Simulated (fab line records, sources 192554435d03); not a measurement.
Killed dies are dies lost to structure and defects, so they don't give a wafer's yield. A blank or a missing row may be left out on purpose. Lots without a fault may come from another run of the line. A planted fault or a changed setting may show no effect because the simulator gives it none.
A struck lot beside a sound one | flow n5_finfet | 15 steps out of a route of 1938
Sound: wafers L676.3, L676.4, L676.6. Struck: wafers L685.3, L685.5, L685.6. The cause comes at the end.
At each step with rows: each side's tool, then ch and its chambers, then its first start. Under that, the readings that differ: sound wafers | struck wafers | difference of the means | sigmas: that difference in standard deviations of wafers without a fault.
alike: readings whose means differ by less than 2 such deviations, and words and numbers that are the same on both sides. not compared: withheld readings, readings that some wafer has no value for, bounds like >300 that may hide the same value, and numbers for which the record gives no deviation and whose values overlap.
The two part at a step that has a row with sigmas, a row that says differs or no value, or rows on one side only. Numbers that don't overlap but have no deviation are shown without sigmas and don't part them. A reading that every wafer of one side lacks parts them only if that side has two wafers or more.

first, 5 steps without rows for these wafers: N5_PASSIVATION_SOFTBAKE_25 (time 90 s); N5_PASSIVATION_EXPOSE_27 (exposes mask PAD, defocus 0 nm); N5_PASSIVATION_PEB_28; N5_PASSIVATION_DEVELOP_29 (develop time 60 s); N5_PASSIVATION_HARDBAKE_31 (time 120 s).
N5_PASSIVATION_CD_MEAS_30: target cd 4000 nm.
  sound on cd_sem-02 ch 0, day 12 19:52; struck on cd_sem-01 ch 0, day 15 12:00
  alike: cd_nm
N5_PASSIVATION_OVL_MEAS_63:
  sound on overlay-01 ch 0, day 12 19:54; struck on overlay-02 ch 0, day 15 12:02
  alike: PAD_OVL
N5_PASSIVATION_INSPECT_64: inspects for defects (macro).
  sound on defect_inspect-02, day 12 19:55; struck on defect_inspect-01, day 15 12:03
  alike: raw_defect_count
N5_PASSIVATION_DESCUM_32: chemistry O2, time 7.9 s.
  sound on rie_diel-06 ch 0,1,3, day 12 19:57; struck on rie_diel-03 ch 0,1,3, day 15 12:07
  alike: drypump_motor_current_A, oes_product_au, rf_vpp_V, showerhead_plenum_p_Torr, throttle_valve_pct
  not compared: rf_hours_counter_h
N5_PASSIVATION_AL_ETCH_33: etches Al in Cl2/BCl3, stops on TaN, target depth 2800 nm, time 466.7 s.
  sound on rie_metal-03 ch 0, day 12 20:19; struck on rie_metal-03 ch 0,1, day 15 12:20
  alike: drypump_motor_current_A, oes_product_au, throttle_valve_pct
  not compared: rf_hours_counter_h
N5_PASSIVATION_ETCH_59: etches TaN in Cl2/BCl3, target depth 65 nm, time 34.9 s.
  sound on rie_metal-03 ch 0, day 12 20:54; struck on rie_metal-03 ch 0,1, day 15 12:38
  alike: drypump_motor_current_A, oes_product_au, throttle_valve_pct
  not compared: rf_hours_counter_h
N5_PASSIVATION_STRIP_34: strips in O2.
  sound on rie_diel-03 ch 2,3, day 12 21:04; struck on rie_diel-03 ch 0,1,3, day 15 12:44
  alike: chamber_pressure_mTorr, drypump_motor_current_A, oes_product_au, rf_vpp_V, showerhead_plenum_p_Torr, throttle_valve_pct
  not compared: rf_hours_counter_h
N5_PASSIVATION_STRIP_51: strips in post etch residue remover, time 1200 s.
  sound on wet_bench-06 ch 2,3,7, day 12 21:08; struck on wet_bench-06 ch 3,4,5, day 15 12:47
  no value came back on the struck wafers for bath_guard_temp_C (C), bath_heat_duty_pct (%); on the sound wafers bath_guard_temp_C (C) reads 72.0 72.6 72.8
then, 1 step without rows for these wafers: N5_PASSIVATION_CLEAN_69 (cleans in IPA, time 180 s).
N5_PASSIVATION_PROBE_49:
  sound on prober-01, day 13 01:37; struck on prober-02, day 15 17:16
  alike: defect_limited_yield, killed_at_M0_to_M3, killed_at_M4_up, killed_at_contacts, killed_at_front_end, killed_at_other, killed_dies, killed_open, killed_short, sort_bin_5_function, sort_bin_6_memory, sort_n_pass, sort_yield_pct

WHERE THEY PART
Only at N5_PASSIVATION_STRIP_51, within this record. Later steps at which nothing parts them and some readings are alike: N5_PASSIVATION_PROBE_49.

WHY: what the simulator had put in
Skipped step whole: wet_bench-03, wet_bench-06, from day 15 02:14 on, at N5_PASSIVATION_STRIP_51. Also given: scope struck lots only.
